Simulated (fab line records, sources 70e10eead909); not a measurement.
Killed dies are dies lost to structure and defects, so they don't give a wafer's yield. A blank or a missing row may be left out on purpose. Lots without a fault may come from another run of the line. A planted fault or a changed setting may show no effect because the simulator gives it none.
fab line records | flow nand_harc
record lots=5 wafers=13 last_day=26
route steps=1159 shown A_CHANNEL_FILL_D1@497 A_STAIRCASE@519 A_SGD_CUT@761 END@1159
lots that met no fault: from a run of the same line without faults
start_h: hours from the record's first day to the start of the lot's first wafer shown | wait_h: hours since the lot's step before | " the same as in the row above | L1.1+2: a row that stands for several wafers | - no value, or no start given | * or withheld: withheld | < > ~ a bound
route shown NAME@n: a module of which the file shows steps, and the number in the route of the first | usual: mean/standard deviation of fault-free wafers | same: alike in all rows | chamber/n: place in a boat | sites: the reading at each site | _std_site: their standard deviation | _edge_site: outer sites' mean less inner sites' | radius_mm: how far each site lies from the wafer's centre | mask NAME#n: copy n | behind: the tool/chamber that last shaped the wafer | hold: why the lot was held/for how many hours/how that ended | device: the transistor (n, p or np) that didn't switch | end of line: the same wafers' tests at the end of the route | a step without rows: its recipe alone | killed: dies lost to structure and defects at the first sort, not the wafer's yield | map: a wafer's dies, x killed, . not, _ none there
set.NAME: the setting as run; set.NAME@STEP: as run at that earlier step | model.NAME: the simulator's own value behind a step, which no gauge read
lots at some steps of the route; a table a step, a row a wafer
services: from which hour (start_h, from the record's first day; less than 0 if before it) a tool's chamber was out of use, for how many hours, and why
## steps
# step NHARC_A_CHANNEL_FILL_D1_ANNEAL_17
# recipe temp_c=850 time_s=1800
# step NHARC_A_CHANNEL_FILL_D1_CVD_18
# recipe target_thk_a=30 temp_c=550 material=poly-Si
# step NHARC_A_CHANNEL_FILL_D1_ETCHBACK_19
# recipe target_depth_a=50 time_s=1.7 hbr_flow_sccm=150 cl2_flow_sccm=50 rf_w=400 icp_w=400 bias_w=100 chemistry=HBr/Cl2
# usual bias_w=100.0/0.3 drypump_motor_current_A=6.1/0.4 oes_product_au=0.998/0.015 throttle_valve_pct=26.406/0.0093
# columns lot.wafer tool chamber start_h wait_h bias_w drypump_motor_current_A oes_product_au rf_hours_counter_h throttle_valve_pct
L286.4 rie_si-06 3 218.81 0.4 99.2 6.4 0.997 0.2 26.422
L286.2 " 1 " " 99.3 5.5 1.017 0.3 26.406
L286.5 " 3 " " 100.0 6.4 0.998 - 26.412
L285.2 rie_si-04 0 218.81 0.4 99.9 5.8 1.017 1.0 26.399
L285.1 " 2 " " 100.2 6.2 0.995 1.1 26.408
L285.6 " 0 " " 99.9 5.8 1.025 - 26.423
L289.1 rie_si-06 1 235.70 0.4 100.0 5.5 1.000 0.4 26.393
L289.6 " 0 " " 99.7 6.5 0.969 - 26.410
L289.5 " 1 " " 99.5 5.5 0.993 - 26.398
L292.1 rie_si-04 0 251.15 0.4 100.2 5.8 1.015 1.3 26.409
L292.4 " 1 " " 100.3 5.1 0.989 1.4 26.397
L292.2 " 2 " " 100.5 6.2 1.021 1.4 26.402
L302.4 rie_si-04 2 328.68 0.4 100.4 6.2 1.009 0.5 26.404
# step NHARC_A_CHANNEL_FILL_D1_ETCHBACK_20
# recipe target_depth_a=270 time_s=13.5 c4f8_flow_sccm=withheld o2_flow_sccm=8 ar_flow_sccm=withheld rf_w=600 bias_w=1500 chemistry=C4F8/O2/Ar
# usual bias_w=1500/4.3 oes_product_au=0.97/0.038 rf_vpp_V=978/5.1
# columns lot.wafer tool chamber start_h wait_h bias_w oes_product_au rf_hours_counter_h rf_vpp_V
L286.4 rie_diel-02 0 218.92 - 1501 1.01 2 981
L286.2 " 2 " " 1493 0.98 1 976
L286.5 " 0 " " 1508 1.00 - 983
L285.1 rie_diel-02 0 218.99 - 1504 1.00 2 982
L285.2 " 1 " " 1506 0.99 1 976
L285.6 " 3 " " 1504 0.98 - 972
L289.1 rie_diel-13 2 235.84 - 1502 0.92 24 972
L289.5 " 1 " " 1501 0.92 - 980
L289.6 " 2 " " 1502 0.93 - 972
L292.1 rie_diel-13 3 251.28 - 1499 0.92 27 983
L292.4 " 1 " " 1506 0.93 25 982
L292.2 " 2 " " 1503 0.92 26 972
L302.4 rie_diel-03 3 328.81 - 1501 1.00 4 980
# step NHARC_A_CHANNEL_FILL_D1_STRIP_28
# recipe time_s=20 o2_flow_sccm=500 ar_flow_sccm=0 bias_w=0 chemistry=O2
# usual drypump_motor_current_A=5.8/0.31 oes_product_au=0.999/0.013 rf_vpp_V=57.7/0.87 showerhead_plenum_p_Torr=3.51/0.13 throttle_valve_pct=17.038/0.0085
# same bias_w=0
# columns lot.wafer tool chamber start_h wait_h drypump_motor_current_A oes_product_au rf_hours_counter_h rf_vpp_V showerhead_plenum_p_Torr throttle_valve_pct
L286.4 rie_diel-02 1 219.03 0.1 6.2 1.006 1 58.1 3.46 17.029
L286.2 " 2 " " 5.4 0.989 1 58.7 3.48 17.031
L286.5 " 2 " " 5.4 0.994 - 60.5 3.48 17.024
L285.1 rie_diel-02 2 219.07 0.1 5.4 0.980 1 55.1 3.48 17.040
L285.2 " 0 " " 5.7 0.991 2 58.0 3.59 17.025
L285.6 " 1 " " 6.2 1.001 - 57.2 3.46 17.043
L289.1 rie_diel-13 3 235.93 0.1 6.2 0.989 25 58.2 3.66 17.048
L289.5 " 1 " " 5.3 1.005 - 57.9 3.59 17.042
L289.6 " 2 " " 6.0 0.999 - 54.7 3.37 17.037
L292.1 rie_diel-13 0 251.43 0.1 5.6 0.989 25 58.0 3.54 17.031
L292.2 " 2 " " 6.0 0.999 26 56.9 3.37 17.040
L292.4 " 3 " " 6.2 0.998 27 57.7 3.66 17.037
L302.4 rie_diel-03 2 328.91 0.1 5.8 1.002 4 56.3 3.33 17.037
# step NHARC_A_CHANNEL_FILL_D1_PRECLEAN_21
# recipe time_s=30 chemistry=dHF
# step NHARC_A_CHANNEL_FILL_D1_SRD_23
# step NHARC_A_CHANNEL_FILL_D1_CVD_05
# recipe target_thk_a=50 temp_c=550 material=poly-Si
# step NHARC_A_CHANNEL_FILL_D1_ANNEAL_22
# recipe temp_c=620 time_s=7200
# step NHARC_A_CHANNEL_FILL_D1_ALD_25
# recipe target_thk_a=600 pulse_time_s=10 ald_cycles=600 temp_c=300 material=SiOx
# step NHARC_A_CHANNEL_FILL_D1_ETCHBACK_08
# recipe target_depth_a=2200 time_s=110 c4f8_flow_sccm=20 ar_flow_sccm=withheld rf_w=600 bias_w=300 chemistry=C4F8
# step NHARC_A_CHANNEL_FILL_D1_STRIP_29
# recipe time_s=20 o2_flow_sccm=500 ar_flow_sccm=0 bias_w=0 chemistry=O2
# usual drypump_motor_current_A=5.8/0.32 oes_product_au=0.999/0.014 rf_vpp_V=57.7/0.83 showerhead_plenum_p_Torr=3.51/0.12 throttle_valve_pct=17.036/0.0086
# same bias_w=0
# columns lot.wafer tool chamber start_h wait_h drypump_motor_current_A oes_product_au rf_hours_counter_h rf_vpp_V showerhead_plenum_p_Torr throttle_valve_pct
L285.1 rie_diel-03 0 236.36 - 6.3 1.022 1 57.7 3.52 17.018
L285.2 " 2 " " 5.8 0.995 1 56.6 3.33 17.024
L285.6 " 1 " " 5.7 1.000 - 57.7 3.72 17.034
L286.4 rie_diel-02 2 236.42 - 5.4 0.983 2 58.4 3.48 17.047
L286.2 " 3 " " 6.0 0.972 2 57.6 3.33 17.049
L286.5 " 2 " " 5.4 0.976 - 57.8 3.48 17.046
L289.1 rie_diel-02 2 253.36 - 5.4 0.990 2 57.4 3.48 17.045
L289.5 " 2 " " 5.4 0.988 - 57.4 3.48 17.051
L289.6 " 3 " " 6.1 0.981 - 55.3 3.33 17.048
L292.4 rie_diel-02 0 269.00 - 5.7 1.011 3 55.7 3.59 17.043
L292.2 " 1 " " 6.2 1.009 3 56.3 3.46 17.032
L292.1 " 2 " " 5.4 0.984 3 58.2 3.48 17.040
L302.4 rie_diel-13 1 347.54 - 5.2 0.995 10 57.5 3.59 17.041
# step NHARC_A_CHANNEL_FILL_D1_PRECLEAN_30
# recipe time_s=30 chemistry=dHF
# step NHARC_A_CHANNEL_FILL_D1_SRD_31
# step NHARC_A_CHANNEL_FILL_D1_CVD_09
# recipe target_thk_a=1500 temp_c=620 pressure_mtorr=200 time_s=3000 material=poly-Si
# step NHARC_A_CHANNEL_FILL_D1_CMP_10
# recipe target_thk_nm=150
# usual motor_current_A=11.9/1 time_to_endpoint_s=17.0/2.9
# columns lot.wafer tool chamber start_h wait_h motor_current_A time_to_endpoint_s
L285.1 cmp-02 0 242.09 0.4 11.2 20.6
L285.2 " 2 " " 11.2 16.3
L285.6 " 1 " " 12.0 20.9
L286.4 cmp-04 0 242.11 0.4 11.6 18.0
L286.2 " 1 " " 13.3 21.3
L286.5 " 3 " " 9.7 20.3
L289.1 cmp-01 0 259.13 0.4 12.7 18.1
L289.6 " 2 " " 13.9 13.2
L289.5 " 3 " " 11.0 13.7
L292.2 cmp-02 2 274.38 0.4 10.5 15.6
L292.1 " 0 " " 11.7 17.3
L292.4 " 1 " " 12.1 23.1
L302.4 cmp-02 3 351.96 0.4 10.9 16.2
# step NHARC_A_CHANNEL_FILL_D1_SRD_12
# step NHARC_A_CHANNEL_FILL_D1_RTA_24
# recipe temp_c=1000 time_s=5
# step NHARC_A_STAIRCASE_DEP_156
# recipe target_thk_a=500 temp_c=400 target_thk_nm=50 flow_sccm=200 rf_w=450 material=SiNx
# step NHARC_A_STAIRCASE_DEHYDRATE_158
# recipe temp_c=150 time_s=120
# step NHARC_A_STAIRCASE_HMDS_159
# recipe time_s=30
# step NHARC_A_STAIRCASE_COAT_160
# recipe spin_rpm=1200
# step NHARC_A_STAIRCASE_SOFTBAKE_161
# recipe temp_c=135 time_s=170
# step NHARC_A_STAIRCASE_EBR_162
# step NHARC_A_STAIRCASE_EXPOSE_163
# recipe na=0.5 dose_mj=20.01 mask_id=STAIR_OPEN
# step NHARC_A_STAIRCASE_PEB_164
# recipe peb_temp_c=115 peb_time_s=130
# step NHARC_A_STAIRCASE_DEVELOP_165
# recipe time_s=140
# step NHARC_A_STAIRCASE_HARDBAKE_167
# recipe temp_c=120 time_s=140
# step NHARC_A_STAIRCASE_DESCUM_168
# recipe time_s=3 o2_flow_sccm=200 ar_flow_sccm=0 bias_power_w=0 chemistry=O2
# step NHARC_A_STAIRCASE_ETCH_169
# recipe target_depth_a=500 time_s=107.1 ion_energy_ev=120 ch3f_flow_sccm=50 o2_flow_sccm=30 ar_flow_sccm=200 rf_w=500 bias_w=100 chemistry=CH3F/O2
# step NHARC_A_STAIRCASE_ETCH_170
# recipe target_depth_a=2000 time_s=66.667 ion_energy_ev=250 c4f6_flow_sccm=25 o2_flow_sccm=20 ar_flow_sccm=500 rf_w=600 bias_w=500 chemistry=C4F6/O2
# step NHARC_A_STAIRCASE_STRIP_171
# recipe power_w=1500 temp_c=250 chemistry=O2
# usual drypump_motor_current_A=5.9/0.4 heater_power_w=314/33
# columns lot.wafer tool chamber start_h wait_h drypump_motor_current_A heater_power_w rf_hours_counter_h
L286.2 plasma_asher-01 1 244.01 - 5.9 352 25
L286.4 " 1 " " 6.0 349 -
L286.5 " 1 " " 5.9 354 -
L285.2 plasma_asher-02 1 244.21 - 6.2 257 15
L285.1 " 0 " " 6.2 315 15
L285.6 " 0 " " 6.2 311 -
L289.1 plasma_asher-01 1 261.52 - 5.9 351 33
L289.5 " 0 " " 5.3 317 -
L289.6 " 1 " " 5.9 353 -
L292.1 plasma_asher-02 1 276.61 - 6.2 253 27
L292.2 " 0 " " 6.2 311 27
L292.4 " 1 " " 6.2 253 -
L302.4 plasma_asher-01 0 354.18 - 5.3 329 -
# step NHARC_A_STAIRCASE_STRIP_172
# recipe time_s=900 temp_c=130 chemistry=SPM
# step NHARC_A_STAIRCASE_PRECLEAN_173
# recipe time_s=* temp_c=50 bath_age_min=0 chemistry=SC1
# step NHARC_A_STAIRCASE_SRD_174
# step NHARC_A_STAIRCASE_DEHYDRATE_01
# recipe temp_c=150 time_s=120
# step NHARC_A_STAIRCASE_HMDS_02
# recipe time_s=30
# step NHARC_A_SGD_CUT_DESCUM_14
# recipe time_s=3 o2_flow_sccm=200 ar_flow_sccm=0 bias_power_w=0 chemistry=O2
# usual drypump_motor_current_A=5.6/0.41 oes_product_au=0.997/0.012 rf_vpp_V=57.7/0.9 showerhead_plenum_p_Torr=1.90/0.089 throttle_valve_pct=11.313/0.0095
# columns lot.wafer tool chamber start_h wait_h hold drypump_motor_current_A oes_product_au rf_hours_counter_h rf_vpp_V showerhead_plenum_p_Torr throttle_valve_pct
L285.2 rie_diel-08 2 314.80 0.1 - 6.1 0.978 0 57.4 1.90 11.328
L285.1 " 0 " " - 5.8 0.997 0 57.4 1.84 11.320
L285.6 " 2 " " - 6.0 0.985 - 56.9 1.90 11.321
L286.4 rie_diel-04 1 315.19 0.1 - 5.0 1.025 2 57.3 1.88 11.311
L286.2 " 0 " " - 5.3 1.004 2 57.7 1.83 11.299
L286.5 " 1 " " - 5.0 1.025 - 57.7 1.88 11.303
L289.1 rie_diel-08 1 332.65 0.1 - 5.8 0.997 1 59.2 2.05 11.317
L289.5 " 2 " " - 6.1 0.983 - 57.7 1.90 11.312
L289.6 " 3 " " - 5.4 0.985 - 56.9 1.78 11.307
L292.1 rie_diel-01 2 357.17 0.1 - 5.7 0.999 4 55.9 2.04 11.323
L292.2 " 3 " " - 5.8 1.010 4 57.4 1.85 11.308
L292.4 " 0 " " - 4.9 1.016 3 58.6 1.92 11.328
L302.4 rie_diel-01 1 437.67 4.3 await_dispo/4.2h/release 5.2 0.990 14 57.4 1.83 11.320
# step NHARC_END_SORT_01
# recipe temp_c=25
# usual killed_at_array=27/12 killed_at_other=0.9/1.1 killed_at_periphery=3.2/2.4 killed_dies=31/12 killed_open=3.3/1.7 killed_short=2.0/1.6
# same gross_dies=677
# columns lot.wafer tool chamber start_h wait_h killed_at_array killed_at_other killed_at_periphery killed_dies killed_open killed_short
L302.4 prober-01 0 612.72 3.4 121 0 2 123 4 0
# killed by level:class
L302.4 A_CHANNEL_FILL_D1:unspecified=72 A_SLIT:chamber_film_flake=24 A_CHANNEL_HOLE_D1:chamber_film_flake=15 A_STAIRCASE:chamber_film_flake=5 P_CONTACT:geometric_particle:open=1 A_SGD_CUT:geometric_particle:open=1 A_CONTACT:geometric_particle:open=1 A_M0:geometric_particle:open=1
# map L302.4 (x killed, . not)
____________.____________
_________..x...._________
_______...x..xx..._______
______.............______
_____...x.x.x...xxx._____
____....x..xx...xxxxx____
____...x.......xxxxxx____
___.....x.x....xxxxxxx___
___......xx....xxxxxxx___
__.........x..xxxxxxxx.__
__.......x.....xxxxxxxx__
_..............xxxxxxx.._
_..............xxxxxxxx._
_...............xxxxxx.._
_...............xxx.xx.._
_................xx.x..._
.........................
...x.....................
.......................x.
.........................
.........................
_......................._
_....xxx.x.............._
_.........x............._
_....xxx.x.x............_
_..x..xxxx.x............_
__....x..xx............__
__...x..xx.x...........__
___...x...x...........___
___..x...x............___
____.....x...........____
____...x.x...........____
_____x.............._____
______.............______
_______..........._______
_________......._________
____________.____________
# map L292.4 (x killed, . not)
____________.____________
_________.xx...._________
_______...xx......_______
______....x........______
_____...xxxxx.x....._____
____....xx.x.........____
____.......xx........____
___...................___
___.....x.xx..........___
__........x.x..........__
__.....................__
_......................._
_......................._
_..x...................._
_......................._
_......................._
.........................
..............x..........
.........................
...........x............x
.........................
_......................._
_......................x_
_......................._
_......................._
_......................._
__.....................__
__.....................__
___...................___
___...................___
____.................____
____.................____
_____..............._____
______.......x.....______
_______.x........._______
_________......._________
____________.____________
## services
# columns tool chamber start_h hours kind
rie_si-06 0 200.64 7.2 repair
rie_diel-08 1 219.20 8.3 repair
rie_diel-13 0 225.81 19.4 repair
cmp-02 - 226.50 4.0 pm
rie_diel-02 1 260.49 3.6 repair
cmp-02 - 264.09 1.1 repair
rie_diel-13 - 266.34 0.1 repair
rie_diel-13 - 276.00 9.0 pm
rie_si-04 - 276.00 9.0 pm
plasma_asher-01 - 276.26 9.0 pm
cmp-02 - 282.69 0.2 repair
rie_diel-02 3 315.00 6.4 repair
plasma_asher-01 - 324.16 1.9 repair
cmp-02 - 324.50 4.0 pm
rie_diel-02 - 327.70 9.0 pm
rie_diel-13 2 353.43 10.8 repair
rie_diel-13 3 363.34 4.3 repair
rie_si-04 - 377.57 0.6 repair
rie_si-04 3 389.87 4.5 repair
cmp-02 - 394.32 3.2 repair
rie_diel-02 1 416.58 14.9 repair
cmp-02 - 422.50 4.0 pm
rie_diel-02 2 425.58 5.9 repair
rie_diel-02 0 430.15 9.7 repair
## key
first_sign step=NHARC_END_SORT_01 reading=killed_at_array direction=up sigmas=8.1 usual=27 struck=121
effect step=NHARC_END_SORT_01 reading=killed_dies direction=up sigmas=7.9 usual=31 struck=123
more_kills_born_at NHARC_A_CHANNEL_FILL_D1_STRIP_29@rie_diel-13=72
met_at NHARC_A_CHANNEL_FILL_D1_STRIP_29
struck_wafers L302.4
tester_left_out L302
also_fits time
fault kind=chamber_particle_source tool=rie_diel-13 chamber=1 onset_h=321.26 steps=NHARC_A_CHANNEL_FILL_D1_STRIP_29 rate_per_visit_cm2=0.83111 end_h=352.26
# tester_left_out: of these lots the tester's yield and bins aren't shown, on N5 and GAA mostly nor the transistor test; their killed dies are dies lost to structure and defects alone, not to doping, threshold or leakage, so they don't give the yield
